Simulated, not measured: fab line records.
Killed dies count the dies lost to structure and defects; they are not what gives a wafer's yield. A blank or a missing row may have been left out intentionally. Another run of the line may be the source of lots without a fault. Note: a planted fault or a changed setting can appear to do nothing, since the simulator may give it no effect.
Split-lot study + flow n5Finfet + 39 wafers read from 7 lots, route of 1938 steps

## SPLIT DETAILS
At N5_FIN_SAQP_HM_DEP_03 (deposits SiNx from SiH4/NH3/N2, target thk 38 nm, time 33.6 s), the setting targetThkA was moved away from the recipe's 380 angstrom on 9 of the 39 wafers read, by -14.3% to -4.7%. All remaining wafers had this setting at the recipe value.

## FROM THE SPLIT TO THE READING: what the file shows between them, 6 steps
- N5_FIN_SAQP_THK_MEAS_05
- N5_FIN_SAQP_PECVD_47: deposits a-Si from SiH4/He, target thk 45 nm, time 36.3 s
- N5_FIN_SAQP_PECVD_48: deposits SiNx from SiH4/NH3/N2, target thk 25 nm, time 22.1 s
- N5_FIN_SAQP_SPACER2_ALD_28: deposits SiO2, target thk 8.1 nm, pulse time 1 s, purge time 2 s
- N5_FIN_SAQP_SPACER2_ETCHBACK_29: etches SiO2 in CHF3/O2, target depth 12.2 nm, time 6.1 s
- N5_FIN_SAQP_MANDREL2_REMOVE_60: chemistry HBr/Cl2/O2, target a-Si, stops on SiNx, bt time 10 s

## THE READING
etch.depthNm (the simulator's own value, which no gauge read), in nm, at N5_FIN_SAQP_HM_OPEN_33 (chemistry CH3F/O2, target SiNx, target depth 49.4 nm, time 70.6 s). The file gives no usual value for it. Across the 30 wafers here that went through the recipe, the average is 37.14 nm and the standard deviation 0.46 nm.

| wafer  | tool, chamber at the split | targetThkA as run, angstrom | against the recipe | etch.depthNm, nm | against lot-mates on the recipe |
|--------|----------------------------|-----------------------------|--------------------|------------------|---------------------------------|
| L074.1 | pecvd-03, 2                | 380                         | recipe             | 37.28            | -                               |
| L074.2 | pecvd-03, 0                | 362.3                       | -4.7%              | 35.36            | -2.22                           |
| L074.3 | pecvd-03, 1                | 362.3                       | -4.7%              | 35.58            | -2.00                           |
| L074.4 | pecvd-03, 0                | 362.3                       | -4.7%              | 36.11            | -1.47                           |
| L074.5 | pecvd-03, 2                | 380                         | recipe             | 37.76            | -                               |
| L074.6 | pecvd-03, 1                | 380                         | recipe             | 37.7             | -                               |
| L076.1 | pecvd-02, 0                | 380                         | recipe             | 36.24            | -                               |
| L076.2 | pecvd-02, 1                | 380                         | recipe             | 36.37            | -                               |
| L076.3 | pecvd-02, 0                | 380                         | recipe             | 37.31            | -                               |
| L076.4 | pecvd-02, 1                | 380                         | recipe             | 37.28            | -                               |
| L076.5 | pecvd-02, 1                | 380                         | recipe             | 37.08            | -                               |
| L076.6 | pecvd-02, 0                | 380                         | recipe             | 37.13            | -                               |
| L078.1 | pecvd-01, 1                | 351.2                       | -7.6%              | 34.26            | -2.88                           |
| L078.2 | pecvd-01, 2                | 380                         | recipe             | 36.79            | -                               |
| L078.3 | pecvd-01, 0                | 380                         | recipe             | 36.69            | -                               |
| L078.4 | pecvd-01, 1                | 380                         | recipe             | 37.95            | -                               |
| L078.5 | pecvd-01, 2                | 351.2                       | -7.6%              | 34.61            | -2.53                           |
| L078.6 | pecvd-01, 0                | 351.2                       | -7.6%              | 34.1             | -3.04                           |
| L080.1 | pecvd-01, 0                | 380                         | recipe             | 37.1             | -                               |
| L080.2 | pecvd-01, 1                | 380                         | recipe             | 37.53            | -                               |
| L080.3 | pecvd-01, 2                | 380                         | recipe             | 36.69            | -                               |
| L080.4 | pecvd-01, 0                | 380                         | recipe             | 37.28            | -                               |
| L080.5 | pecvd-01, 2                | 380                         | recipe             | 37.56            | -                               |
| L080.6 | pecvd-01, 1                | 380                         | recipe             | 38.04            | -                               |
| L082.3 | pecvd-02, 0                | 380                         | recipe             | 36.91            | -                               |
| L082.4 | pecvd-02, 1                | 380                         | recipe             | 36.46            | -                               |
| L082.6 | pecvd-02, 2                | 380                         | recipe             | 36.77            | -                               |
| L093.1 | pecvd-02, 1                | 380                         | recipe             | 36.95            | -                               |
| L093.2 | pecvd-02, 0                | 380                         | recipe             | 36.55            | -                               |
| L093.3 | pecvd-02, 2                | 380                         | recipe             | 36.7             | -                               |
| L093.4 | pecvd-02, 2                | 380                         | recipe             | 36.83            | -                               |
| L093.5 | pecvd-02, 0                | 380                         | recipe             | 37.62            | -                               |
| L093.6 | pecvd-02, 1                | 380                         | recipe             | 37.45            | -                               |
| L094.1 | pecvd-01, 1                | 325.7                       | -14.3%             | 31.69            | -5.66                           |
| L094.2 | pecvd-01, 2                | 380                         | recipe             | 37.41            | -                               |
| L094.3 | pecvd-01, 0                | 325.7                       | -14.3%             | 31.46            | -5.89                           |
| L094.4 | pecvd-01, 1                | 325.7                       | -14.3%             | 32.32            | -5.03                           |
| L094.5 | pecvd-01, 2                | 380                         | recipe             | 37.38            | -                               |
| L094.6 | pecvd-01, 0                | 380                         | recipe             | 37.25            | -                               |

THE FIT
A straight line over all 39 wafers: etch.depthNm changes by +0.368 nm for each +1% of targetThkA; r = +0.96; the points scatter about the line by 0.45 nm.
The same after taking each lot's own level away (the mean of its wafers on the recipe; 39 wafers): +0.385 nm for each +1%; r = +0.98; scatter 0.38 nm.
That fit puts the effect of the largest move of targetThkA on the reading at 5.5 nm.
The span of the lots' own levels, 36.713 to 37.580 nm, comes to 1.9 times the standard deviation stated above.
The two slopes are in agreement: the lot-to-lot level therefore moves the slope only a little.
Check: -5.45 nm against its lot-mates is what the line predicts for one of the wafers moved furthest among these (-14.3%) when that wafer is left out of the fit. Against them it came out at -5.66 nm.

## THESE WAFERS: OTHER SPLITS
Before the reading, these wafers also passed through other splits. Each is held against what the fit with the lots' levels taken away leaves over:
| other split on the same wafers | wafers away from the commonest value | r with etch.depthNm (lot level and that fit taken away) |
|--------------------------------|--------------------------------------|---------------------------------------------------------|
| N5_FIN_SAQP_ALD_61 tempC       | 9                                    | -0.09                                                   |

## THE WHOLE CHAIN: every reading that the file lists as answering this split, in the file's order
| step                           | what it does                                                      | reading                                                                           | change (the file's fit)               | r (the file's) |
|--------------------------------|-------------------------------------------------------------------|-----------------------------------------------------------------------------------|---------------------------------------|----------------|
| N5_FIN_SAQP_HM_DEP_03          | deposits SiNx from SiH4/NH3/N2, target thk 38 nm, time 33.6 s     | SiNx_of_FIN_SAQP_HM_DEP_03.thkNm (the simulator's own value, which no gauge read) | +0.385 nm for each +1% of the setting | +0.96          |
| N5_FIN_SAQP_THK_MEAS_05        |                                                                   | thkNm                                                                             | withheld for each +1% of the setting  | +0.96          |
| N5_FIN_SAQP_MANDREL2_REMOVE_60 | chemistry HBr/Cl2/O2, target a-Si, stops on SiNx, bt time 10 s    | SiNx_of_FIN_SAQP_HM_DEP_03.thkNm (the simulator's own value, which no gauge read) | +0.384 nm for each +1% of the setting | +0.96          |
| N5_FIN_SAQP_HM_OPEN_33         | chemistry CH3F/O2, target SiNx, target depth 49.4 nm, time 70.6 s | etchRfOnTimeS                                                                     | withheld for each +1% of the setting  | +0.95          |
| N5_FIN_SAQP_HM_OPEN_33         | chemistry CH3F/O2, target SiNx, target depth 49.4 nm, time 70.6 s | etch.depthNm (the simulator's own value, which no gauge read)                     | +0.385 nm for each +1% of the setting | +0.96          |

## THE FILE'S OWN FIT
etch.depthNm changes by +0.385 nm for each +1% of targetThkA, r = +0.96.
